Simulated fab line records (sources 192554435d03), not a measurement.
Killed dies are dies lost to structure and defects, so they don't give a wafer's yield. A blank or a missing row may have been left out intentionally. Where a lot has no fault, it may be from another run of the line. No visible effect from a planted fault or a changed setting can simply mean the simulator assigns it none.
Matching of chambers | flow n5_finfet | N5_BEOL_M0_SAQP_ETCH_102 on rie_si-01: 4 sister chambers
The step etches SiO2 in CF4, target depth 4 nm, time 4.4 s. 4 wafers are shown with their chamber, then 12 later ones without.

## WAFERS PAIRED WITH THEIR CHAMBERS
wafer  | chamber | throttle_valve_pct (%)
L084.3 | 1       | 21.31
L086.2 | 2       | 21.92
L086.4 | 3       | 21.90
L086.6 | 0       | 22.04

## WAFERS WHOSE CHAMBER IS MISSING
wafer  | throttle_valve_pct (%)
L089.1 | 22.05
L089.3 | 21.31
L089.4 | 22.05
L093.1 | 21.92
L093.4 | 21.34
L093.6 | 21.93
L094.1 | 21.31
L094.2 | 21.93
L094.3 | 22.04
L096.2 | 21.32
L096.3 | 21.89
L096.5 | 22.03

## WHICH CHAMBER EACH ONE RAN IN
wafer  | from the rows above     | in truth
L089.1 | 0                       | 0
L089.3 | 1                       | 1
L089.4 | 0                       | 0
L093.1 | can't be placed: 2 or 3 | 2
L093.4 | 1                       | 1
L093.6 | can't be placed: 2 or 3 | 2
L094.1 | 1                       | 1
L094.2 | can't be placed: 2 or 3 | 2
L094.3 | 0                       | 0
L096.2 | 1                       | 1
L096.3 | can't be placed: 3 or 2 | 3
L096.5 | 0                       | 0
8 of 12 placed correctly. Unplaceable from these rows: 4, with the true chamber sitting among the candidates in 4. Wrongly placed: 0.
How it was worked out, from the rows above alone: a wafer's distance from a chamber is the root of the sum, over the readings, of the square of ((its reading less the chamber's mean) divided by the reading's scatter). The wafer belongs to the nearest chamber; if the next one is less than 2 further off, it can't be placed. A chamber's mean is the mean of its shown wafers. The scatter: root of mean squared gap, hidden wafer to nearest shown wafer, with one shown wafer a chamber.
